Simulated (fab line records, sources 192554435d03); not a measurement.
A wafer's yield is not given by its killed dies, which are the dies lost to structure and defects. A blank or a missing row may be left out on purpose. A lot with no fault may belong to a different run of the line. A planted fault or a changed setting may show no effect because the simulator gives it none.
Chamber matching | flow n5Finfet | 4 sister chambers for N5_BEOL_M7_ETCH_72 on rieDiel-04
The step etches underlayer in N2/H2, target depth 6.5 nm, time 5.2 s. 8 wafers are shown with their chamber, then 7 later ones without.

== EACH WAFER AND ITS CHAMBER ==
wafer  | chamber | showerheadPlenumPTorr (Torr) | drypumpMotorCurrentA (A)
L075.2 | 2       | 2.64                         | 4.8
L076.4 | 2       | 2.64                         | 4.7
L081.2 | 1       | 2.47                         | 5.3
L081.3 | 0       | 2.53                         | 6.3
L084.3 | 1       | 2.47                         | 5.4
L084.6 | 3       | 2.43                         | 6.0
L082.1 | 3       | 2.43                         | 6.0
L082.3 | 0       | 2.52                         | 6.3

== WAFERS WITHOUT THEIR CHAMBER ==
wafer  | showerheadPlenumPTorr (Torr) | drypumpMotorCurrentA (A)
L082.5 | 2.63                         | 4.8
L083.2 | 2.52                         | 6.3
L083.5 | 2.52                         | 6.2
L083.6 | 2.46                         | 5.3
L091.3 | 2.52                         | 6.3
L091.4 | 2.52                         | 6.2
L091.6 | 2.42                         | 6.0

== CHAMBER TAKEN BY EACH ==
wafer  | from the rows above | in truth
L082.5 | 2                   | 2
L083.2 | 0                   | 0
L083.5 | 0                   | 0
L083.6 | 1                   | 1
L091.3 | 0                   | 0
L091.4 | 0                   | 0
L091.6 | 3                   | 3
Correctly placed: 7 of 7. Not placeable from these rows: 0. 0 placed wrongly.
How it was worked out, from the rows above alone: a wafer's distance from a chamber is the root of the sum, over the readings, of the square of ((its reading less the chamber's mean) divided by the reading's scatter). The wafer belongs to the nearest chamber; if the next one is less than 2 further off, it can't be placed. For every chamber, the mean is computed from those of its wafers that are shown. The scatter: take each reading less its chamber's mean, square it, sum over the shown wafers, divide by the number of wafers less the number of chambers, and take the root.
